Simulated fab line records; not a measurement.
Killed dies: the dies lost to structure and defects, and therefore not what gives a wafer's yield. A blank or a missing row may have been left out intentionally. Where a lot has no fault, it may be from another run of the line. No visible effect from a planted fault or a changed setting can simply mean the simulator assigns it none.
fab line records    flow n5Finfet
[record] lots = 4  wafers = 11  lastDay = 16
route steps=1938 shown BEOL_M4@1099 BEOL_M5@1112 BEOL_M15@1809 PASSIVATION@1936
lots untouched by any fault: they come from a run of this same line in which no faults occurred
startH: start of the lot's first displayed wafer, in hours after the record's first day    waitH: hours since the lot's step before    " the same as in the row above    L1.1+2: a single row standing in for several wafers    - either no value or no given start    * or withheld: withheld    < > ~ a bound
route shown NAME@n: a module of which the file shows steps, and the number in the route of the first    usual: mean/standard deviation taken from wafers without a fault    same: alike in all rows    chamber/n: place in a boat    sites: each site's reading    _std_site: the values' standard deviation    _edge_site: inner sites' mean taken away from outer sites' mean    radiusMm: how far each site lies from the wafer's centre    mask NAME#n: copy n    behind: the last tool/chamber to shape the wafer    hold: why the lot went on hold/how many hours it stayed there/how the hold came to an end    device: the n, p or np transistor that did not switch    end of line: the same wafers' tests at the end of the route    for a step that has no rows: nothing shown but its recipe    killed: dies that structure and defects cost at the first sort, which is not the same as the wafer's yield    map: dies across one wafer; x = killed, . = not, _ = none there
set.NAME: the setting that was run; set.NAME@STEP: the one run at that earlier step    model.NAME: the simulator's own value behind a step, which no gauge read
lots seen at some steps along the route; tables by step, rows by wafer
services: from which hour (startH, from the record's first day; less than 0 if before it) a tool's chamber was out of use, for how many hours, and why
[[steps]]
[step N5_BEOL_M4_ANNEAL_95]
[recipe] tempC = 400  timeS = 240  ambient = vacuum
[step N5_BEOL_M4_SPUTTER_96]
[recipe] material = Cu  targetThkA = 45  tempC = -20  chamberPressurePa = 0.07  powerW = withheld  timeS = 8.29
[step N5_BEOL_M4_ECD_50]
[recipe] material = Cu  targetThkA = 3000
[step N5_BEOL_M4_ANNEAL_51]
[recipe] tempC = 225  timeS = 90  ambient = N2
[step N5_BEOL_M4_CMP_52]
[recipe] stopOn = SiOC  tOverpolishS = 6.8  downForcePsi = 1  platenRpm = 50  clearingPlatenDownForcePsi = 1.5  clearingPlatenRpm = 50  postCmpClean = cuAlkaline  targetThkNm = 40  clearingPlatenPadVelocityMS = 0.99484  padVelocityMS = 0.99484
[step N5_BEOL_M4_PRE_CLEAN_60]
[recipe] gas = NH3/H2  timeS = 15  tempC = *  rfPowerW = 300
[step N5_BEOL_M4_CO_CAP_55]
[recipe] material = Co  targetThkA = 20  tempC = 200  precursor = CCTBA/H2  pressureTorr = 30  timeS = 102.1
[step N5_BEOL_M4_PRE_CLEAN_56]
[recipe] gas = NH3  timeS = 15  tempC = withheld  rfPowerW = 300
[step N5_BEOL_M4_DEP_57]
[recipe] material = SiCN  targetThkA = 80  tempC = withheld  precursor = 3MS/NH3  pressureTorr = 3  rfW = 202  timeS = 14
[step N5_BEOL_M4_RC_MEAS_101]
[usual] DIBL_N = 36.5/1.4  DIBL_P = 36.5/1.6  IOFF_N = 0.163/0.022  IOFF_P = 0.219/0.029  ION_N = 675/8.3  ION_P = 464/6.2  SS_N = 71.5/0.52  SS_P = 73.4/0.57  VT_N = 249.7/2.6  VT_P = -250/3
lot.wafer  tool       chamber  startH  waitH  DIBL_N[mV/V]  DIBL_P[mV/V]  IOFF_N[nA/um]  IOFF_P[nA/um]  ION_N[uA/um]  ION_P[uA/um]  SS_N[mV/dec]  SS_P[mV/dec]  VT_N[mV]  VT_P[mV]
L643.3     prober-02  0        165.29  0.7    36.7          35.8          0.147          0.195          672           460           71.0          72.1          252.0     -250
L643.4     "          0        "       "      37.4          37.4          0.170          0.224          679           465           71.5          73.7          248.7     -248
L643.6     "          0        "       "      36.9          36.6          0.160          0.207          668           462           71.7          73.0          249.6     -252
L652.1     prober-02  0        240.24  0.0    37.4          36.2          0.161          0.217          681           464           71.1          73.3          251.2     -251
L652.4     "          0        "       "      38.1          37.6          0.178          0.255          678           470           71.6          73.9          249.1     -248
L657.1     prober-02  0        258.55  0.0    35.7          37.0          0.156          0.231          670           464           71.7          73.9          252.4     -247
L657.3     "          0        "       "      37.2          38.7          0.187          0.253          673           463           72.3          73.9          248.2     -248
L657.5     "          0        "       "      36.4          37.9          0.164          0.237          672           466           71.9          74.1          249.8     -247
L660.2     prober-02  0        272.07  0.2    37.1          37.8          0.176          0.255          689           472           71.9          74.0          248.2     -246
L660.3     "          0        "       "      36.8          37.0          0.186          0.239          685           466           71.5          73.9          244.8     -247
L660.5     "          0        "       "      37.0          37.2          0.177          0.246          686           472           72.0          73.8          248.6     -246
[step N5_BEOL_M5_ILD_DEP_00]
[recipe] material = SiCOH_lowk  targetThkA = 1406.4  tempC = 300  precursor = DEMS/porogen  pressureTorr = 5  rfW = 500  timeS = 25.9
[step N5_BEOL_M5_CURE_79]
[recipe] tempC = 385  timeS = 240  ambient = He/Ar  material = SiCOH_lowk
[step N5_BEOL_M5_PECVD_70]
[recipe] material = SiO2  targetThkA = 160  tempC = 400  precursor = TEOS/O2  pressureTorr = 5.5  rfW = 450  teosFlowSccm = 53.8  gas = O2  flowSccm = 3000  timeS = 18
[step N5_BEOL_M5_HM_DEP_02]
[recipe] material = TiN  targetThkA = 200  tempC = 25  chamberPressurePa = 0.49996
[step N5_BEOL_M5_COAT_59]
[recipe] resist = SOC  tempC = 250  timeS = 60  spinRpm = 1500  resistThkNm = 60
[step N5_BEOL_M5_COAT_60]
[recipe] resist = SiARC  tempC = 220  timeS = 60  spinRpm = 1500  resistThkNm = 12
[step N5_BEOL_M5_COAT_71]
[recipe] resist = underlayer  tempC = 205  timeS = 60  spinRpm = 1500  resistThkNm = 5
[step N5_BEOL_M5_COAT_05]
[recipe] resist = CAR-EUV  spinRpm = 1500  resistThkNm = 30
[step N5_BEOL_M5_EBR_07]
[recipe] solvent = PGMEA  ebrWidthMm = 1.5
[step N5_BEOL_M5_SOFTBAKE_06]
[recipe] tempC = 110  timeS = 60  resist = CAR-EUV
[step N5_BEOL_M5_EXPOSE_08]
[recipe] maskId = M5  na = 0.33  sourceShape = annular  sigmaInner = 0.4  sigmaOuter = 0.8  polarization = unpolarized  targetCdNm = 28  doseMj = 35.75
[step N5_BEOL_M5_PEB_09]
[recipe] pebTempC = 100  pebTimeS = 60  resist = CAR-EUV
[step N5_BEOL_M5_DEVELOP_10]
[recipe] developTimeS = 30  developer = TMAH  resist = CAR-EUV  rinseLiquid = surfactantRinse  dry = airSpin  devTempC = 23
[step N5_BEOL_M5_DESCUM_16]
[recipe] chemistry = O2  timeS = 7  sourcePowerW = 50  biasPowerW = 20  pressureMtorr = 20  rfFrequencyHz = 2.712e+07  tempC = 40  resist = CAR-EUV  o2FlowSccm = 225
[step N5_BEOL_M5_ETCH_72]
[recipe] chemistry = N2/H2  target = underlayer  targetDepthA = 65  maskMaterial = CAR-EUV  timeS = 5.2  ionEnergyEv = 200  pressureMtorr = 30  sourceW = 840  biasW = 150  n2FlowSccm = 200  h2FlowSccm = 200  ends = cleared
[step N5_BEOL_M5_ETCH_61]
[recipe] chemistry = CF4  target = SiARC  targetDepthA = 156  maskMaterial = CAR-EUV  timeS = 26  ionEnergyEv = 80  pressureMtorr = 40  sourceW = 545  biasW = 36  Ar_flow_sccm = 100  cf4FlowSccm = 100  ends = cleared
[step N5_BEOL_M5_ETCH_62]
[recipe] chemistry = N2/H2  target = SOC  targetDepthA = 750  overetchA = 150  maskMaterial = SiARC  tempC = 40  timeS = 112.5  ionEnergyEv = 200  pressureMtorr = 30  sourceW = 840  biasW = 150  n2FlowSccm = 200  h2FlowSccm = 200
[step N5_BEOL_M5_STRIP_63]
[recipe] chemistry = N2/H2  tempC = 40  n2FlowSccm = 200  h2FlowSccm = 200  rfFrequencyHz = 6e+07
[step N5_BEOL_M5_STRIP_73]
[recipe] chemistry = N2/H2  tempC = 40  n2FlowSccm = 200  h2FlowSccm = 200  rfFrequencyHz = 6e+07
[step N5_BEOL_M5_STRIP_64]
[recipe] chemistry = CF4  resist = SiARC  powerW = 300  biasPowerW = 75  pressureMtorr = 50  cf4FlowSccm = 150  rfFrequencyHz = 6e+07
[step N5_BEOL_M5_HM_OPEN_17]
[recipe] chemistry = Cl2/BCl3  targetDepthA = 200  overetchA = 60  target = TiN  maskMaterial = SOC  ionEnergyEv = 150  pressureMtorr = 10  icpW = 1000  biasW = 126  Cl2_flow_sccm = 53.25  bcl3FlowSccm = 21.75  Ar_flow_sccm = 25
[step N5_BEOL_M5_STRIP_19]
[recipe] chemistry = O2  powerW = 400  tempC = 40  pressureMtorr = 30  rfFrequencyHz = 6e+07  biasPowerW = 0  overashFraction = 0.2  o2FlowSccm = 225
[step N5_BEOL_M5_COAT_65]
[recipe] resist = SOC  tempC = 250  timeS = 60  spinRpm = 1500  resistThkNm = 60
[step N5_BEOL_M5_COAT_66]
[recipe] resist = SiARC  tempC = 220  timeS = 60  spinRpm = 1500  resistThkNm = 12
[step N5_BEOL_M15_TRENCH_ETCH_34]
[recipe] chemistry = C4F8/O2/Ar  target = SiO2  targetDepthA = 8729.3  heInnerTorr = 15  heOuterTorr = 30  timeS = 199  ionEnergyEv = 800  pressureMtorr = 20  sourceW = 1905  biasW = 2040  Ar_flow_sccm = 400  C4F8_flow_sccm = 16  O2_flow_sccm = 12
[usual] drypumpMotorCurrentA = 5.8/0.35  heOuterTorr = 30.00/0.057  oes_ar_750_au = 0.81/0.08  oesProductAu = 0.81/0.088  rfFwdPowerW = 1900/6.4  rfVppV = 2220/24  showerheadPlenumPTorr = 3.44/0.08  throttleValvePct = 30.90/0.29
lot.wafer  tool        chamber  startH  waitH  drypumpMotorCurrentA  heOuterTorr  oes_ar_750_au  oesProductAu  rfFwdPowerW  rfHoursCounterH  rfVppV  showerheadPlenumPTorr  throttleValvePct  model.etch.depthNm  model.coat_of_BEOL_M15_COAT_22.thkNm  model.BEOL_M15.cdNm
L643.3     rieDiel-06  2        245.95  0.0    5.2                   30.00        0.80           0.81          1896         98               2254    3.45                   31.06             872.5               543.6                                 400
L643.4     "           3        "       "      5.8                   30.03        0.88           0.88          1910         28               2198    3.49                   30.42             878.1               540.6                                 400.6
L643.6     "           2        "       "      5.2                   29.99        0.81           0.80          1893         -                2250    3.45                   31.05             863.9               545.6                                 400.4
L652.1     rieDiel-06  3        324.88  0.0    5.8                   30.05        0.84           0.84          -            51               2196    3.48                   30.47             541.2               605.6                                 399.4
L652.4     "           2        "       "      5.2                   29.95        0.78           0.77          1893         127              2248    3.43                   31.10             868.4               543.6                                 402.8
L657.1     rieDiel-06  2        354.64  0.0    5.2                   30.04        0.77           0.76          -            136              2249    3.43                   31.11             537                 610                                   396.8
L657.3     "           3        "       "      5.9                   29.94        0.83           0.83          1894         61               2197    3.47                   30.47             882.1               542.8                                 400.2
L657.5     "           3        "       "      5.8                   29.92        0.83           0.83          1898         -                2196    3.47                   30.47             884                 537                                   398.4
L660.2     rieDiel-04  0        354.84  0.0    6.3                   29.99        0.83           0.84          1898         51               2214    3.35                   31.11             874.2               542.8                                 403.2
L660.3     "           2        "       "      5.7                   29.97        0.77           0.76          1901         155              2194    3.30                   30.99             858.7               545.8                                 403.8
L660.5     "           1        "       "      5.6                   29.94        0.99           1.00          1903         -                2200    3.51                   30.76             899.4               534                                   404
[step N5_BEOL_M15_ETCH_38]
[recipe] chemistry = CF4/N2  target = SiCN  targetDepthA = 1064  taperDeg = 2  timeS = 120.5  ionEnergyEv = 150  maskMaterial = SiO2  pressureMtorr = 40  sourceW = 430  biasW = 70  Ar_flow_sccm = 100  cf4FlowSccm = 60  n2FlowSccm = 60
[usual] drypumpMotorCurrentA = 5.8/0.34  oesProductAu = 0.81/0.082  rfFwdPowerW = 428.5/1.3  rfVppV = 382.2/1.4  showerheadPlenumPTorr = 2.20/0.05  throttleValvePct = 15.43/0.28
lot.wafer  tool        chamber  startH  waitH  drypumpMotorCurrentA  oesProductAu  rfFwdPowerW  rfHoursCounterH  rfVppV  showerheadPlenumPTorr  throttleValvePct  model.BEOL_M15.cdNm
L643.3     rieDiel-06  1        -       -      5.9                   0.68          429.3        237              380.5   2.17                   15.98             400
L643.4     "           3        "       "      5.8                   0.88          426.1        28               383.4   2.25                   15.00             400.8
L643.6     "           0        "       "      5.7                   0.68          426.7        -                383.8   2.26                   15.56             400.6
L652.1     rieDiel-06  2        -       -      5.2                   0.78          429.3        128              382.8   2.21                   15.70             399.4
L652.4     "           0        "       "      5.7                   0.88          429.4        25               382.0   2.25                   15.10             402.8
L660.2     rieDiel-04  1        -       -      5.5                   1.00          428.8        5                384.2   2.26                   15.14             403.2
L660.3     "           0        "       "      6.3                   0.84          426.8        52               381.5   2.15                   15.57             403.6
L660.5     "           0        "       "      6.2                   0.84          429.0        -                380.5   2.15                   15.56             403.8
L657.1     rieDiel-03  2        -       -      6.3                   0.84          429.6        73               381.2   2.14                   15.25             396.6
L657.3     "           1        "       "      6.1                   0.71          431.6        223              383.9   2.28                   15.96             400.2
L657.5     "           0        "       "      5.6                   0.82          432.3        -                380.1   2.14                   14.97             398.6
[step N5_BEOL_M15_CMP_49]
[recipe] stopOn = SiO2  tOverpolishS = 4.9  downForcePsi = 2  platenRpm = 80  clearingPlatenDownForcePsi = 2  clearingPlatenRpm = 80  postCmpClean = cuAlkaline  targetThkNm = 850  clearingPlatenPadVelocityMS = 1.5917  padVelocityMS = 1.5917
[usual] edgeZonePressureFrac = 1.000/0.0049  headPressurePsi = 1.999/0.0045  motorCurrentA = 7.9/0.96  padLifeWafers = 732/520
lot.wafer  tool    chamber  startH  waitH  edgeZonePressureFrac  headPressurePsi  motorCurrentA  padLifeWafers  model.Cu_of_BEOL_M15_ECD_47.thkNm
L643.3     cmp-03  2        248.83  0.2    1.000                 1.991            9.2            1837           850.4
L643.4     "       0        "       "      0.993                 2.001            8.4            1839           855.2
L643.6     "       1        "       "      1.002                 1.997            7.2            -              841.2
L652.1     cmp-03  1        330.17  0.3    0.998                 2.002            7.1            522            518.6
L652.4     "       3        "       "      1.009                 2.000            10.0           524            846.4
L660.2     cmp-02  3        357.37  0.2    0.998                 1.999            7.7            600            850.4
L660.3     "       0        "       "      0.997                 2.002            7.5            601            836.6
L660.5     "       3        "       "      1.005                 2.003            7.5            -              876.8
L657.1     cmp-01  2        359.84  0.3    0.999                 1.993            7.4            769            515.6
L657.3     "       0        "       "      0.995                 2.003            8.4            771            859.6
L657.5     "       1        "       "      1.006                 2.004            6.9            -              862.6
[step N5_BEOL_M15_THK_MEAS_50]
[recipe] thkMeasGauge = xrf  reads = Cu_of_BEOL_M15_ECD_47
[usual] M15_THK = 843/14
lot.wafer  tool          chamber  startH  waitH  M15_THK[nm]
L643.3     filmMetro-02  -        249.09  -      853
L643.4     "             -        "       "      850
L643.6     "             -        "       "      839
L652.1     filmMetro-02  -        330.46  -      520
L652.4     "             -        "       "      843
L660.2     filmMetro-01  -        357.66  -      846
L660.3     "             -        "       "      834
L660.5     "             -        "       "      869
L657.1     filmMetro-01  -        360.09  -      510
L657.3     "             -        "       "      848
L657.5     "             -        "       "      857
[step N5_BEOL_M15_RS_MEAS_54]
[recipe] thkMeasGauge = four-point-probe  reads = Cu_of_BEOL_M15_ECD_47+Ta_of_BEOL_M15_SPUTTER_44+TaN_of_BEOL_M15_SPUTTER_43
[usual] M15_RS = 0.0215/0.00032
lot.wafer  tool          chamber  startH  waitH  M15_RS[ohm/sq]
L643.3     filmMetro-02  -        249.22  0.1    0.0215
L643.4     "             -        "       "      0.0214
L643.6     "             -        "       "      0.0218
L652.1     filmMetro-02  -        330.59  0.0    0.0357
L652.4     "             -        "       "      0.0216
L660.2     filmMetro-02  -        357.79  0.1    0.0216
L660.3     "             -        "       "      0.0219
L660.5     "             -        "       "      0.0209
L657.1     filmMetro-02  -        360.25  0.1    0.0359
L657.3     "             -        "       "      0.0213
L657.5     "             -        "       "      0.0212
[step N5_PASSIVATION_PROBE_49]
[usual] defectLimitedYield = 91.2/1.6  killed_at_M0_to_M3 = 33/11  killed_at_M4_up = 15/6.2  killedAtContacts = 15/7.1  killedAtFrontEnd = 38/12  killedAtOther = 4/3.5  killedDies = 104/19  killedOnRim = 14/4  killedOpen = 69/14  killedShort = 34/8.5  sort_bin_5_function = 5.2/0.99  sort_bin_6_memory = 3.3/0.77  sort_bin_8_speed = 0/0  sortNPass = 1076/19
[same] grossDies = 1180  killedAtBackSide = 0  sort_bin_4_leakage[%] = 0
lot.wafer  tool       chamber  startH  waitH  defectLimitedYield[%]  killed_at_M0_to_M3  killed_at_M4_up  killedAtContacts  killedAtFrontEnd  killedAtOther  killedDies  killedOnRim  killedOpen  killedShort  sort_bin_5_function[%]  sort_bin_6_memory[%]  sort_bin_8_speed[%]  sortNPass
L643.3     prober-02  -        264.88  0.1    92.4                   29                  5                7                 42                7              90          11           51          39           4.5                     2.9                   0                    1090
L643.4     prober-02  -        264.93  0.2    92.1                   22                  16               11                31                13             93          13           53          39           4.6                     2.9                   0                    1087
L643.6     prober-02  -        265.03  0.3    90.1                   30                  12               12                56                7              117         19           66          49           5.9                     3.5                   0                    1063
L652.1     prober-01  -        343.86  0.0    90.7                   34                  29               22                19                6              110         11           64          32           4.7                     3.4                   0.85                 1070
L652.4     prober-01  -        344.01  0.2    92.9                   36                  9                14                23                2              84          5            60          24           4.3                     2.5                   0                    1096
L660.2     prober-01  -        374.44  0.1    92.5                   29                  18               13                28                1              89          6            60          27           4.2                     3.2                   0                    1091
L660.3     prober-01  -        374.49  0.1    90.7                   47                  9                24                26                4              110         14           75          35           5.4                     3.5                   0                    1070
L660.5     prober-01  -        374.59  0.2    93.0                   25                  14               4                 34                6              83          11           51          31           4.0                     2.7                   0                    1097
L657.1     prober-02  -        375.12  0.0    86.8                   45                  38               14                51                8              156         22           93          43           7.9                     3.4                   1.53                 1024
L657.3     prober-02  -        375.22  0.1    89.1                   22                  13               9                 82                3              129         16           84          44           6.4                     4.1                   0                    1051
L657.5     prober-02  -        375.32  0.2    89.9                   30                  12               8                 61                8              119         18           66          53           5.5                     4.0                   0                    1061
// killed by level:class
L643.3 BEOL_M0_SAQP:geometricParticle:short=10 BEOL_M0_SAQP:geometricParticle:open=9 FIN_SAQP:geometricParticle:short=8 FIN_SAQP:geometricParticle:open=7 STI_FIN_REVEAL:geometricParticle:open=6 MOL_CONTACT_COAG:geometricParticle:open=6 DUMMY_GATE:geometricParticle:open=5 GATE_CUT:geometricParticle:short=5
L643.4 MOL_CONTACT_COAG:geometricParticle:open=11 BEOL_M3:geometricParticle:open=9 PASS1_CAP:geometricParticle:short=7 FIN_SAQP:geometricParticle:short=6 BEOL_M0_SAQP:geometricParticle:open=5 FIN_SAQP:geometricParticle:open=4 DUMMY_GATE:geometricParticle:open=3 ILD0:geometricParticle:open=3
L643.6 FIN_SAQP:geometricParticle:open=18 FIN_SAQP:geometricParticle:short=12 BEOL_M0_SAQP:geometricParticle:short=12 MOL_CONTACT_COAG:geometricParticle:open=10 BEOL_M0_SAQP:geometricParticle:open=8 DUMMY_GATE:geometricParticle:open=5 GATE_CUT:geometricParticle:short=4 BEOL_M3:geometricParticle:open=4
L652.1 MOL_CONTACT_COAG:geometricParticle:open=16 BEOL_M15:areaEcd=10 BEOL_M0_SAQP:geometricParticle:open=9 BEOL_M2:geometricParticle:open=7 MOL_CONTACT_COAG:geometricParticle:short=6 BEOL_M0_SAQP:geometricParticle:short=5 BEOL_M4:geometricParticle:open=5 BEOL_M5:geometricParticle:open=4
L652.4 MOL_CONTACT_COAG:geometricParticle:open=12 BEOL_M0_SAQP:geometricParticle:short=8 BEOL_M0_SAQP:geometricParticle:open=7 BEOL_M1:geometricParticle:open=6 BEOL_M3:geometricParticle:open=5 BEOL_M4:geometricParticle:open=5 FIN_SAQP:geometricParticle:open=4 STI_FIN_REVEAL:geometricParticle:open=4
L660.2 MOL_CONTACT_COAG:geometricParticle:open=10 BEOL_M2:geometricParticle:open=9 BEOL_M4:geometricParticle:open=7 FIN_SAQP:geometricParticle:short=7 FIN_SAQP:geometricParticle:open=6 BEOL_M0_SAQP:geometricParticle:open=5 BEOL_M1:geometricParticle:open=4 BEOL_M5:geometricParticle:open=4
L660.3 MOL_CONTACT_COAG:geometricParticle:open=21 BEOL_M2:geometricParticle:open=18 BEOL_M1:geometricParticle:open=10 BEOL_M0_SAQP:geometricParticle:short=9 STARTING-WAFER:geometricParticle:short=8 BEOL_M4:geometricParticle:open=4 FIN_SAQP:geometricParticle:open=3 STI_FIN_REVEAL:geometricParticle:open=3
L660.5 BEOL_M0_SAQP:geometricParticle:open=6 BEOL_M4:geometricParticle:open=6 STARTING-WAFER:geometricParticle:open=6 BEOL_M2:geometricParticle:open=5 FIN_SAQP:geometricParticle:short=4 STI_FIN_REVEAL:geometricParticle:open=4 GATE_CUT:geometricParticle:short=4 BEOL_M0_SAQP:geometricParticle:short=4
L657.1 BEOL_M15:areaEcd=18 STI_FIN_REVEAL:geometricParticle:open=16 FIN_SAQP:geometricParticle:open=11 MOL_CONTACT_COAG:geometricParticle:open=11 BEOL_M3:geometricParticle:open=8 BEOL_M0_SAQP:geometricParticle:short=8 BEOL_M0_SAQP:geometricParticle:open=7 FIN_SAQP:geometricParticle:short=6
L657.3 FIN_SAQP:geometricParticle:open=24 STI_FIN_REVEAL:geometricParticle:open=20 FIN_SAQP:geometricParticle:short=15 STI_FIN_REVEAL:geometricParticle:short=9 MOL_CONTACT_COAG:geometricParticle:open=7 BEOL_M0_SAQP:geometricParticle:open=6 BEOL_M4:geometricParticle:open=5 BEOL_M2:geometricParticle:open=4
L657.5 STI_FIN_REVEAL:geometricParticle:open=15 FIN_SAQP:geometricParticle:short=14 FIN_SAQP:geometricParticle:open=10 BEOL_M0_SAQP:geometricParticle:short=9 BEOL_M1:geometricParticle:open=7 MOL_CONTACT_COAG:geometricParticle:open=6 STARTING-WAFER:geometricParticle:open=4 BEOL_M4:geometricParticle:open=4
// map L652.1 (x killed, . not)
_________________........xx..________________
______________x................._____________
___________....x...............x...__________
__________......................x..._________
________......x.....xx.x..x..........._______
_______......x....x..x..xx.x...x.......______
______...x.....xxx...x.............x...._____
_____...........x......x........x........____
____.x.x.........x..xx....................___
___....x....................x...x..........__
___.........x..................x...........__
__.....x..............................x....._
__.........x..x...xxx........x.............._
_.........x..................................
_x...............................x.......x...
_............xxx........x......x.x.......xx..
_..........x.x..x...................x........
_........x..xx................x..............
_.......................x....................
_........x................................xx.
_.....x...............x.................x....
__x.........x....................x.x........_
__.................................x........_
___................x......x.........x...x..__
___......x.......x....x............xx......__
____.x...................x....x........x..___
_____..................................x.____
______......x....x.....x................_____
_______....xxx....xxx..x....x..........______
________...............x.......x......_______
__________............x...x....x...._________
___________.......x................__________
______________.................._____________
_________________....x.x.....________________
// map L657.1 (x killed, . not)
_________________..........x.________________
______________..x...xx..x....x.._____________
___________......x...x.............__________
__________...x...........x......x..._________
________...........x.....x............_______
_______x..........x....................______
______........x........x........x....x.._____
_____x...x......x...................x....____
____.x........x...x...x.....x.............___
___...x........x...x...x..x.......x......x.__
___...x........xxx........................x__
__......x.x...............xx.......xx.....x._
__.....x.x.................................._
_.....x...x.............x....xx..........x..x
_...........x...x.....x.x.................x..
_.....x.x.....x....x.x.......x..xx..xx....x..
_..x.x.......................x...............
_..............x.xx.............x.....x......
_........x.x.x.....x.........x...x...........
_.....x.................xx.............x.....
_...x..x....x......x...xx..x.................
__...............x.x.x..............x......._
__......xx............x.............x......._
___..............x..x.....x.xx.......x..x..__
___.....x.......x...x.................x..x.__
____...........x...x......x..........x....___
_____...x......x.......x....xx..........x____
______.....................x.x.x....x.x._____
_______.......x........x............x.x______
________x.x....xx.x.......xx.........._______
__________.x.........xx....x...x...._________
___________......x.....x..........x__________
______________....x............._____________
_________________.x..xx....x.________________
[[services]]
tool        chamber  startH  hours  kind
cmp-01      -        227.10  0.9    repair
cmp-01      -        254.51  4.0    pm
rieDiel-06  0        255.87  -      clean
rieDiel-06  0        255.87  -      consumableReplace:focusRing
rieDiel-06  0        255.87  11.8   scheduledDown
rieDiel-06  0        255.87  11.8   ventCycle
cmp-02      -        260.23  0.3    repair
rieDiel-03  0        268.67  3.8    repair
cmp-03      -        269.07  4.0    pm
rieDiel-04  0        271.49  3.0    repair
cmp-02      -        279.17  4.0    pm
rieDiel-04  0        283.51  6.1    repair
rieDiel-06  1        286.23  -      clean
rieDiel-06  1        286.23  -      consumableReplace:focusRing
rieDiel-06  1        286.23  25.2   scheduledDown
rieDiel-06  1        286.23  25.2   ventCycle
cmp-03      -        290.07  0.6    repair
rieDiel-04  2        291.59  9.0    repair
cmp-01      -        294.07  9.1    pm
rieDiel-04  1        299.71  3.5    repair
rieDiel-04  1        303.62  -      clean
cmp-02      -        304.96  3.9    repair
rieDiel-04  3        313.50  3.9    repair
rieDiel-04  2        319.23  6.4    repair
[[key]]
[firstSign] step = N5_BEOL_M15_THK_MEAS_50  reading = M15_THK  direction = down  sigmas = 24  usual = 843  struck = 515
[effect] step = N5_BEOL_M15_RS_MEAS_54  reading = M15_RS  direction = up  sigmas = 45  usual = 0.0215  struck = 0.0358
[effect] step = N5_PASSIVATION_PROBE_49  reading = sort_bin_8_speed  direction = up  sigmas = 14  usual = 0  struck = 1.19
[modelEffect] step = N5_BEOL_M15_TRENCH_ETCH_34  value = etch.depthNm  without = 872  struck = 539.1
[modelEffect] step = N5_BEOL_M15_ETCH_38  value = BEOL_M15.cdNm  without = 400.8  struck = 398
[modelEffect] step = N5_BEOL_M15_CMP_49  value = Cu_of_BEOL_M15_ECD_47.thkNm  without = 850.1  struck = 517.1
metAt N5_BEOL_M15_TRENCH_ETCH_34
struckWafers L652.1,L657.1
onsetBetween 245.95 324.88
[fault] kind = processParameterDrift  tool = rieDiel-06  chamber = -  onsetH = 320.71  steps = N5_BEOL_M15_TRENCH_ETCH_34  channel = timeS  offset = *  shape = step  endH = 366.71  scope = struckWafersOnly  actsIn = *  stated = *
